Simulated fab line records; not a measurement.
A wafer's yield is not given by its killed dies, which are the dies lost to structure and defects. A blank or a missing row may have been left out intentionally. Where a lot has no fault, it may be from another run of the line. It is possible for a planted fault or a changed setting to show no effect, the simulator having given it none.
Chamber matching + flow n5_finfet + ald_sin-04 running N5_MOL_CONTACT_COAG_ALD_131: 4 sister chambers
The step deposits SiO2, target thk 5 nm, pulse time 1 s, co reactant pulse time 1 s. 8 wafers are shown with their chamber, then 7 later ones without.

== WAFERS PAIRED WITH THEIR CHAMBERS ==
| wafer  | chamber | heater_power_w (W) | precursor_pulse_height_rel |
|--------|---------|--------------------|----------------------------|
| L414.5 | 3       | 74                 | 1.021                      |
| L415.6 | 1       | 79                 | 0.996                      |
| L417.1 | 0       | 82                 | 0.992                      |
| L432.2 | 0       | 83                 | 0.981                      |
| L432.5 | 1       | 79                 | 1.020                      |
| L432.6 | 2       | 79                 | 0.979                      |
| L433.3 | 2       | 76                 | 1.017                      |
| L433.4 | 3       | 79                 | 1.026                      |

== WAFERS WITH NO CHAMBER GIVEN ==
| wafer  | heater_power_w (W) | precursor_pulse_height_rel |
|--------|--------------------|----------------------------|
| L433.5 | 76                 | 0.989                      |
| L434.4 | 81                 | 0.997                      |
| L434.5 | 77                 | 0.941                      |
| L434.6 | 78                 | 1.014                      |
| L436.1 | 77                 | 0.994                      |
| L436.2 | 76                 | 1.000                      |
| L436.3 | 82                 | 0.970                      |

== EACH ONE'S CHAMBER ==
| wafer  | from the rows above               | in truth |
|--------|-----------------------------------|----------|
| L433.5 | can't be placed: 2 or 1 or 3      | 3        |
| L434.4 | can't be placed: 0 or 1 or 2 or 3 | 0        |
| L434.5 | can't be placed: 2 or 0 or 1 or 3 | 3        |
| L434.6 | can't be placed: 1 or 3 or 2      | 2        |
| L436.1 | can't be placed: 2 or 1 or 3      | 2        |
| L436.2 | can't be placed: 2 or 3 or 1      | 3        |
| L436.3 | can't be placed: 0 or 1 or 2      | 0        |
Correct placement for 0 of the 7. These rows do not allow placing 7 (true chamber among the candidates in 7). Placed wrongly: 0.
How it was worked out, from the rows above alone: a wafer's distance from a chamber is the root of the sum, over the readings, of the square of ((its reading less the chamber's mean) divided by the reading's scatter). If the next closest chamber is less than 2 further off than the closest, the wafer can't be placed; otherwise it belongs to the closest. A chamber's mean is the mean of its shown wafers. The scatter is the square root of a quotient: the sum, over the shown wafers, of each reading's squared deviation from its chamber's mean, divided by wafers minus chambers.
